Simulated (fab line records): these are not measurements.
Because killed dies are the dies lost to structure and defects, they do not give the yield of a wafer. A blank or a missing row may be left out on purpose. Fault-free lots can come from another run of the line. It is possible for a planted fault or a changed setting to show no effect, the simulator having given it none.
Comparing a struck lot with a sound one :: flow n5-finfet :: 14 out of 1938 route steps
Sound: the wafers L566.1, L566.3, L566.5. The struck wafers were L575.1, L575.3, L575.5. Last of all comes the cause.
For every step that has rows: the tool of each side, followed by ch and its chambers, followed by its first start. Under that, the readings that differ: sound wafers :: struck wafers :: difference of the means :: sigmas: that difference in standard deviations of wafers without a fault.
alike: readings whose means differ by less than 2 such deviations, and words and numbers that are the same on both sides. not compared: withheld readings, readings that some wafer has no value for, bounds like >300 that may hide the same value, and numbers for which the record gives no deviation and whose values overlap.
The two part at a step that has a row with sigmas, a row that says differs or no value, or rows on one side only. Numbers that don't overlap but have no deviation are shown without sigmas and don't part them. A reading missing from all wafers of one side parts the sides only when that side holds two or more wafers.

N5_BEOL_M1_STRIP_66: strips in CF4.
  sound on rie-diel-05 ch 0,1,3, day 6 18:22; struck on rie-diel-03 ch 1,2,3, day 8 22:56
reading: cf4-flow-sccm (sccm)
sound: 149.4 149.6 149.0
struck: 150.0 150.1 150.5
difference: +0.9
sigmas: +2
  alike: drypump-motor-current-A, oes-product-au, rf-vpp-V, showerhead-plenum-p-Torr, throttle-valve-pct
  not compared: rf-hours-counter-h
N5_BEOL_M1_HM_OPEN_17: chemistry Cl2/BCl3, target TiN, target depth 20 nm, overetch 6 nm.
  sound on rie-metal-03 ch 0,1, day 6 18:25; struck on rie-metal-02 ch 0, day 8 22:59
  alike: drypump-motor-current-A, oes-product-au, throttle-valve-pct
  not compared: rf-hours-counter-h
N5_BEOL_M1_STRIP_19: strips in O2.
  sound on rie-diel-05 ch 0,2,3, day 6 18:32; struck on rie-diel-01 ch 0,2, day 8 23:06
  alike: drypump-motor-current-A, oes-product-au, rf-vpp-V, showerhead-plenum-p-Torr, throttle-valve-pct
  not compared: rf-hours-counter-h
N5_BEOL_M1_CD_MEAS_18: pitch 36 nm, target cd 18 nm.
  sound on cd-sem-03, day 6 18:36; struck on cd-sem-03, day 8 23:11
  alike: cd-nm
then, 8 steps without rows for these wafers: N5_BEOL_M1_COAT_67 (time 60 s, resist thk 60 nm); N5_BEOL_M1_COAT_68 (time 60 s, resist thk 12 nm); N5_BEOL_M1_COAT_76 (time 60 s, resist thk 5 nm); N5_BEOL_M1_COAT_22 (resist thk 30 nm); N5_BEOL_M1_EBR_24; N5_BEOL_M1_SOFTBAKE_23 (time 60 s); N5_BEOL_M1_EXPOSE_25 (exposes mask V0, defocus 5 nm, target cd 24 nm); N5_BEOL_M1_PEB_26 (peb time 60 s).
N5_BEOL_M1_DEVELOP_27: develop time 30 s.
  sound on litho-track-04 ch 0, day 6 19:02; struck on litho-track-03, day 8 23:34
  no value came back on the struck wafers for chill-plate-temp-C (C), develop-time-s (s); on the sound wafers chill-plate-temp-C (C) reads 23.12 23.19 22.96
reading: model.CAR-EUV_of_BEOL_M1_COAT_22.thk-nm (nm)
sound: 29.4 29.4 29.4
struck: 30 30 30
difference: +1
sigmas: 
N5_BEOL_M1_CD_MEAS_28: target cd y 23.3 nm.
  sound on cd-sem-03 ch 0, day 6 19:05; struck on cd-sem-01 ch 0, day 8 23:37
reading: cd-nm (nm)
sound: 23.87 24.14 23.89
struck: - - -
difference: no value on the struck wafers
sigmas: 

WHERE THEY PART
At N5_BEOL_M1_STRIP_66 first; at N5_BEOL_M1_CD_MEAS_28 last (within this record only).

WHY: what the simulator had put in
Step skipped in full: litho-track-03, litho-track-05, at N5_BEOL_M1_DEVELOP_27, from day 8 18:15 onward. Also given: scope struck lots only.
